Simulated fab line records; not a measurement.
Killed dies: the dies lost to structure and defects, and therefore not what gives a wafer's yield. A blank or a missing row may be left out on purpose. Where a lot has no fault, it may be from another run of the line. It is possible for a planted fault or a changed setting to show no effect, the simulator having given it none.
Split-lot trial | flow n5 finfet | on a route of 1938 steps: 7 lots, 39 wafers read

## ON THE SPLIT
At N5_BEOL_M10_TRENCH_ETCH_37 (etches SiCOH lowk in C4F6/O2, target depth 148.83 nm, time 48 s), the setting target depth a was moved away from the recipe's 1488.3 angstrom on 12 of the 39 wafers read, by -52.1% to +48.8%. This setting was run at the recipe's value on the other wafers.

## FROM THE SPLIT TO THE READING: what the file shows between them, 11 steps
- N5_BEOL_M10_ETCH_41: etches SiCN in CH3F/O2, target depth 42.6 nm, time 86 s
- N5_BEOL_M10_STRIP_77: strips in N2/H2, time 10 s
- N5_BEOL_M10_OCD_MEAS_38
- N5_BEOL_M10_HM_STRIP_39: strips TiN in peroxide tin strip, target depth 25 nm, time 158 s
- N5_BEOL_M10_SRD_40: time 30 s
- N5_BEOL_M10_ECD_50: material Cu, target thk 318 nm
- N5_BEOL_M10_ANNEAL_51: time 90 s
- N5_BEOL_M10_CMP_52: polishes, stops on SiCOH lowk, t overpolish 7 s, target thk 140 nm
- N5_BEOL_M10_THK_MEAS_53: measures by xrf
- N5_BEOL_M10_PRE_CLEAN_55: time 15 s
- N5_BEOL_M10_DEP_56: deposits SiCN from 3MS/NH3, target thk 15 nm, time 26.5 s

## THE READING
At N5_BEOL_M10_RS_MEAS_57, a four-point-probe measurement gives M10_RS in ohm/sq. A value of 0.149 ohm/sq with a standard deviation of 0.0044 ohm/sq is what fault-free wafers of this fab line usually give.

wafer  | tool, chamber at the split | target depth a as run, angstrom | against the recipe | M10_RS, ohm/sq | against lot-mates on the recipe
L080.1 | rie diel-06, 2             | 1488.3                          | recipe             | 0.153          | -
L080.2 | rie diel-06, 0             | 1488.3                          | recipe             | 0.159          | -
L080.3 | rie diel-06, 3             | 1488.3                          | recipe             | 0.149          | -
L080.4 | rie diel-06, 1             | 1488.3                          | recipe             | 0.145          | -
L080.5 | rie diel-06, 3             | 1488.3                          | recipe             | 0.148          | -
L080.6 | rie diel-06, 2             | 1488.3                          | recipe             | 0.154          | -
L082.1 | rie diel-06, 2             | 1488.3                          | recipe             | 0.149          | -
L082.2 | rie diel-06, 0             | 1488.3                          | recipe             | 0.162          | -
L082.3 | rie diel-06, 1             | 1488.3                          | recipe             | 0.151          | -
L082.4 | rie diel-06, 3             | 1488.3                          | recipe             | 0.152          | -
L082.5 | rie diel-06, 2             | 1488.3                          | recipe             | 0.156          | -
L082.6 | rie diel-06, 1             | 1488.3                          | recipe             | 0.146          | -
L083.1 | rie diel-05, 2             | 1488.3                          | recipe             | 0.146          | -
L083.2 | rie diel-05, 0             | 1488.3                          | recipe             | 0.157          | -
L083.5 | rie diel-05, 1             | 1488.3                          | recipe             | 0.148          | -
L085.1 | rie diel-06, 1             | 1193                            | -19.8%             | 0.185          | +0.035
L085.2 | rie diel-06, 3             | 1488.3                          | recipe             | 0.152          | -
L085.3 | rie diel-06, 2             | 1488.3                          | recipe             | 0.151          | -
L085.4 | rie diel-06, 1             | 1488.3                          | recipe             | 0.146          | -
L085.5 | rie diel-06, 3             | 1193                            | -19.8%             | 0.193          | +0.043
L085.6 | rie diel-06, 2             | 1193                            | -19.8%             | 0.194          | +0.044
L088.1 | rie diel-05, 0             | 2214                            | +48.8%             | 0.099          | -0.051
L088.2 | rie diel-05, 1             | 2214                            | +48.8%             | 0.093          | -0.057
L088.3 | rie diel-05, 2             | 1488.3                          | recipe             | 0.149          | -
L088.4 | rie diel-05, 3             | 1488.3                          | recipe             | 0.145          | -
L088.5 | rie diel-05, 1             | 2214                            | +48.8%             | 0.093          | -0.057
L088.6 | rie diel-05, 0             | 1488.3                          | recipe             | 0.156          | -
L091.1 | rie diel-05, 1             | 1917                            | +28.8%             | 0.111          | -0.041
L091.2 | rie diel-05, 2             | 1488.3                          | recipe             | 0.148          | -
L091.3 | rie diel-05, 3             | 1917                            | +28.8%             | 0.108          | -0.044
L091.4 | rie diel-05, 0             | 1488.3                          | recipe             | 0.160          | -
L091.5 | rie diel-05, 2             | 1917                            | +28.8%             | 0.108          | -0.044
L091.6 | rie diel-05, 1             | 1488.3                          | recipe             | 0.149          | -
L092.1 | rie diel-06, 3             | 713.1                           | -52.1%             | 0.384          | +0.236
L092.2 | rie diel-06, 0             | 1488.3                          | recipe             | 0.149          | -
L092.3 | rie diel-06, 2             | 1488.3                          | recipe             | 0.147          | -
L092.4 | rie diel-06, 1             | 1488.3                          | recipe             | 0.148          | -
L092.5 | rie diel-06, 1             | 713.1                           | -52.1%             | 0.376          | +0.228
L092.6 | rie diel-06, 2             | 713.1                           | -52.1%             | 0.379          | +0.231

THE FIT
A straight line over all 39 wafers: M10_RS changes by -0.00265 ohm/sq for each +1% of target depth a; r = -0.88; the points scatter about the line by 0.032 ohm/sq.
The same after taking each lot's own level away (the mean of its wafers on the recipe; 39 wafers): -0.00268 ohm/sq for each +1%; r = -0.88; scatter 0.032 ohm/sq.
The reading moves by 0.14 ohm/sq for the largest change in target depth a, on that fit.
The lots' own levels span 0.1480 to 0.1527 ohm/sq, that is 1.1 times the standard deviation above.
Consequently the slope shifts little with the lot-to-lot level, the two slopes agreeing.
Check: with one of the wafers moved furthest among these (-52.1%) left out of the fit, the line predicts +0.137 ohm/sq for it against its lot-mates. It came out at +0.236 ohm/sq against them.

## THE WHOLE CHAIN: every reading that the file lists as answering this split, in the file's order
step                       | what it does                                                       | reading                                                                           | change (the file's fit)                | r (the file's)
N5_BEOL_M10_TRENCH_ETCH_37 | etches SiCOH lowk in C4F6/O2, target depth 148.83 nm, time 48 s    | etch.depth nm (the simulator's own value, which no gauge read)                    | +1.51 nm for each +1% of the setting   | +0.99
N5_BEOL_M10_TRENCH_ETCH_37 | etches SiCOH lowk in C4F6/O2, target depth 148.83 nm, time 48 s    | BEOL_M10.feature depth nm (the simulator's own value, which no gauge read)        | +1.51 nm for each +1% of the setting   | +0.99
N5_BEOL_M10_TRENCH_ETCH_37 | etches SiCOH lowk in C4F6/O2, target depth 148.83 nm, time 48 s    | TiN_of_BEOL_M10_HM_DEP_02.thk nm (the simulator's own value, which no gauge read) | -0.0394 nm for each +1% of the setting | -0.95
N5_BEOL_M10_OCD_MEAS_38    |                                                                    | trench depth nm                                                                   | +1.51 nm for each +1% of the setting   | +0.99
N5_BEOL_M10_CMP_52         | polishes, stops on SiCOH lowk, t overpolish 7 s, target thk 140 nm | Cu_of_BEOL_M10_ECD_50.thk nm (the simulator's own value, which no gauge read)     | +1.54 nm for each +1% of the setting   | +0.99
N5_BEOL_M10_THK_MEAS_53    | measures by xrf                                                    | M10_THK                                                                           | +1.55 for each +1% of the setting      | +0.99
N5_BEOL_M10_RS_MEAS_57     | measures by four-point-probe                                       | M10_RS                                                                            | -0.00266 for each +1% of the setting   | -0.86

## THE FILE'S OWN FIT
M10_RS changes by -0.00266 ohm/sq for each +1% of target depth a, r = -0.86.
